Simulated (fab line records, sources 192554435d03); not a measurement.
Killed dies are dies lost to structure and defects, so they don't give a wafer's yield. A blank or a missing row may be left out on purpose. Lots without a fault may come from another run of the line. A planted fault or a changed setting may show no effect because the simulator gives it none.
Split-lot experiment | flow n5_finfet | 7 lots, 21 wafers read, on a route of 1938 steps

THE SPLIT
At N5_BEOL_M7_DEP_56 (deposits SiCN from 3MS/NH3, target thk 10 nm, time 17.5 s), the setting time_s was moved away from the recipe's 17.5 s on 9 of the 21 wafers read, by -12.5% to +14.5%. The other wafers ran this setting at the recipe's value.

The reading is taken at the split's own step.

THE READING
SiCN_of_BEOL_M7_DEP_56.thk_nm (the simulator's own value, which no gauge read), in nm, at N5_BEOL_M7_DEP_56 (deposits SiCN from 3MS/NH3, target thk 10 nm, time 17.5 s). The file gives no usual value for it. The 12 wafers here that ran the recipe average 10.0 nm, standard deviation 0.087 nm.

wafer  | tool, chamber at the split | time_s as run, s | against the recipe | SiCN_of_BEOL_M7_DEP_56.thk_nm, nm | against lot-mates on the recipe
L075.2 | pecvd-01, 1                | 17.5             | recipe             | 10                                | -
L075.3 | pecvd-01, 0                | 18.84            | +7.7%              | 11                                | +1.0
L075.6 | pecvd-01, 0                | 18.84            | +7.7%              | 10.8                              | +0.8
L083.1 | pecvd-02, 2                | 18.84            | +7.7%              | 10.6                              | +0.6
L083.4 | pecvd-02, 0                | 17.5             | recipe             | 10                                | -
L083.5 | pecvd-02, 1                | 18.84            | +7.7%              | 10.8                              | +0.8
L087.2 | pecvd-04, 1                | 20.04            | +14.5%             | 11.2                              | +1.3
L087.3 | pecvd-04, 2                | 17.5             | recipe             | 10                                | -
L087.6 | pecvd-04, 0                | 17.5             | recipe             | 9.8                               | -
L086.3 | pecvd-01, 2                | 19.25            | +10.0%             | 10.8                              | +0.8
L086.5 | pecvd-01, 2                | 17.5             | recipe             | 10                                | -
L086.6 | pecvd-01, 0                | 19.25            | +10.0%             | 11                                | +1.0
L091.2 | pecvd-01, 2,1              | 17.5             | recipe             | 10                                | -
L091.5 | pecvd-01, 2,1              | 17.5             | recipe             | 10                                | -
L091.3 | pecvd-01, 1                | 16.34            | -6.6%              | 9.2                               | -0.8
L093.2 | pecvd-01, 2                | 17.5             | recipe             | 9.8                               | -
L093.5 | pecvd-01, 1                | 15.31            | -12.5%             | 8.8                               | -1.1
L093.6 | pecvd-01, 2                | 17.5             | recipe             | 10                                | -
L095.2 | pecvd-01, 0                | 17.5             | recipe             | 9.8                               | -
L095.3 | pecvd-01, 2,0              | 17.5             | recipe             | 10                                | -
L095.6 | pecvd-01, 2,0              | 17.5             | recipe             | 10                                | -
Where a row lists several chambers, the file gives one row for several wafers and doesn't say which wafer went through which chamber.

THE FIT
A straight line over all 21 wafers: SiCN_of_BEOL_M7_DEP_56.thk_nm changes by +0.0971 nm for each +1% of time_s; r = +0.98; the points scatter about the line by 0.12 nm.
The same after taking each lot's own level away (the mean of its wafers on the recipe; 21 wafers): +0.095 nm for each +1%; r = +0.98; scatter 0.11 nm.
On that fit, the largest move of time_s shifts the reading by 1.4 nm.
The lots' own levels span 9.90 to 10.00 nm, that is 1.2 times the standard deviation above.
So the lot-to-lot level changes the slope little: the two slopes agree.
Check: with one of the wafers moved furthest among these (+14.5%) left out of the fit, the line predicts +1.41 nm for it against its lot-mates. It came out at +1.3 nm against them.

OTHER SPLITS ON THESE WAFERS
These wafers also went through other splits before the reading. Each is held against what the fit with the lots' levels taken away leaves over:
other split on the same wafers | wafers away from the commonest value | r with SiCN_of_BEOL_M7_DEP_56.thk_nm (lot level and that fit taken away)
N5_BEOL_M7_COAT_71 spin_rpm    | 6                                    | -0.35

THE FILE'S OWN FIT
SiCN_of_BEOL_M7_DEP_56.thk_nm changes by +0.0942 nm for each +1% of time_s, r = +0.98.
